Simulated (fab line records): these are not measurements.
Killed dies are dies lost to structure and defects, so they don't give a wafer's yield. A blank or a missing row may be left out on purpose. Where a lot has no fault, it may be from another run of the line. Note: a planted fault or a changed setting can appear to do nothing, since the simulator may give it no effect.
Matching of chambers + flow nand_harc + NHARC_A_STAIRCASE_DESCUM_252 on rie_diel-04: 4 sister chambers
The step chemistry O2, time 3 s. 4 wafers are shown with their chamber, then 11 later ones without.

== WAFERS, EACH WITH ITS CHAMBER ==
| wafer  | chamber | showerhead_plenum_p_Torr (Torr) |
|--------|---------|---------------------------------|
| L085.1 | 3       | 2.05                            |
| L085.2 | 0       | 1.84                            |
| L085.6 | 2       | 1.94                            |
| L086.1 | 1       | 1.94                            |

== WAFERS WITHOUT THEIR CHAMBER ==
| wafer  | showerhead_plenum_p_Torr (Torr) |
|--------|---------------------------------|
| L086.3 | 1.83                            |
| L086.5 | 2.05                            |
| L093.1 | 1.93                            |
| L093.2 | 1.83                            |
| L093.6 | 1.83                            |
| L094.1 | 2.05                            |
| L094.3 | 1.94                            |
| L094.6 | 2.05                            |
| L096.1 | 1.93                            |
| L096.4 | 1.83                            |
| L096.5 | 1.94                            |

== WHICH CHAMBER EACH WENT THROUGH ==
| wafer  | from the rows above     | in truth |
|--------|-------------------------|----------|
| L086.3 | 0                       | 0        |
| L086.5 | 3                       | 3        |
| L093.1 | can't be placed: 1 or 2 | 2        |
| L093.2 | 0                       | 0        |
| L093.6 | 0                       | 0        |
| L094.1 | 3                       | 3        |
| L094.3 | can't be placed: 1 or 2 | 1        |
| L094.6 | 3                       | 3        |
| L096.1 | can't be placed: 1 or 2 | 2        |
| L096.4 | 0                       | 0        |
| L096.5 | can't be placed: 1 or 2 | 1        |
Correctly placed: 7 of 11. Cannot be placed on the basis of these rows: 4; the candidates contain the true chamber in 4. Wrongly placed: 0.
How it was worked out, from the rows above alone: a wafer's distance from a chamber is the root of the sum, over the readings, of the square of ((its reading less the chamber's mean) divided by the reading's scatter). The wafer belongs to the nearest chamber; if the next one is less than 2 further off, it can't be placed. Each chamber's mean is taken over the wafers shown for it. The scatter: root of mean squared gap, hidden wafer to nearest shown wafer, with one shown wafer a chamber.
